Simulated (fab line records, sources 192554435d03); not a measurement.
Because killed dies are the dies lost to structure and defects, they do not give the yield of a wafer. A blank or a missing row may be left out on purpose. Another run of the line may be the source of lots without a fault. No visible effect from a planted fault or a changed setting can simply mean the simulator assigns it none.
Problem report, 8D (eight disciplines) form, completed by code	flow n5-finfet	the parts of the form that need people (team, actions taken, sign-off) are left out

## 1. WHAT IS WRONG
At N5_BEOL_M8_COAT_63, spin-speed-rpm averages 1181.0 rpm over 6 wafers from 2 lots, while fault-free wafers read 1500.0 rpm, standard deviation 1.2. That is -99 or more standard deviations from the usual mean.
The step: time 60 s, resist thk 60 nm.
First seen on wafer L191.1, day 13 19:58, on litho-track-02. Wafers with a number at this step in the record: 30, from 12 lots. Rule for "out", or "out of limits": more than 4 standard deviations from the usual mean. Any other wafer with a number is counted as sound.

## 2. WHAT IT IS, WHAT IT ISN'T
question	is	is not
which readings at this step	spin-speed-rpm	-
which lots	L190, L191	L174, L175, L176, L178, L181, L192, L193, L194, L196, L197
which wafers of those lots	all that have a number	-
read on which tools	litho-track-02	litho-track-03, litho-track-04
when	from day 13 19:58	up to then (12 sound wafers); but 12 sound wafers of L192, L193, L194, L196, L197 came after

## 3. WHAT RULES OUT EACH SUSPECT
Counting: a tool at any process step up to the reading remains a suspect when it ran all the lots that are out and ran no sound lot after the first of those.
- rie-diel-03 at N5_BEOL_M8_STRIP_19 (strips in O2): ruled out as a lasting fault. The sound lots L197 went through it after L191, its earliest lot that is out (day 13 17:04).
- litho-track-02 at N5_BEOL_M8_COAT_63 (time 60 s, resist thk 60 nm): kept. All lots that are out passed through it, beginning with L191 at day 13 19:58, and no sound lot followed; its final sound lot before that point was L181 at day 11 06:02. Its own spin-speed-rpm readings are out on those wafers.
The count leaves litho-track-02 at N5_BEOL_M8_COAT_63.

## 4. THE CAUSE (what the simulator had put in)
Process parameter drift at N5_BEOL_M8_COAT_63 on litho-track-02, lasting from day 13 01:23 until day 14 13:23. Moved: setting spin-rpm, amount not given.
Counting left only this tool.

## 5. SEQUENCE OF EFFECTS, ordered by route
Each row: a reading where the mean over the struck wafers with a number is more than 3 standard deviations away from the usual. Scope: only readings with a usual standard deviation given in the record; hours: median across lots of the time from each lot's start at the first step in this table that gives one to its start at this step; sigmas: change in usual standard deviations.
hours	step	reading	usual	on struck wafers	change	sigmas
0	N5_BEOL_M8_COAT_63	spin-speed-rpm	1500.0 rpm	1181.0	-319.0	-99 or more
Its process steps:
- N5_BEOL_M8_COAT_63: time 60 s, resist thk 60 nm.

## 6. HOW IT WOULD HAVE BEEN CAUGHT EARLIER
The fault began at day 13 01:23; the first out-of-limits reading in this record came at day 13 19:58, 19 hours later.
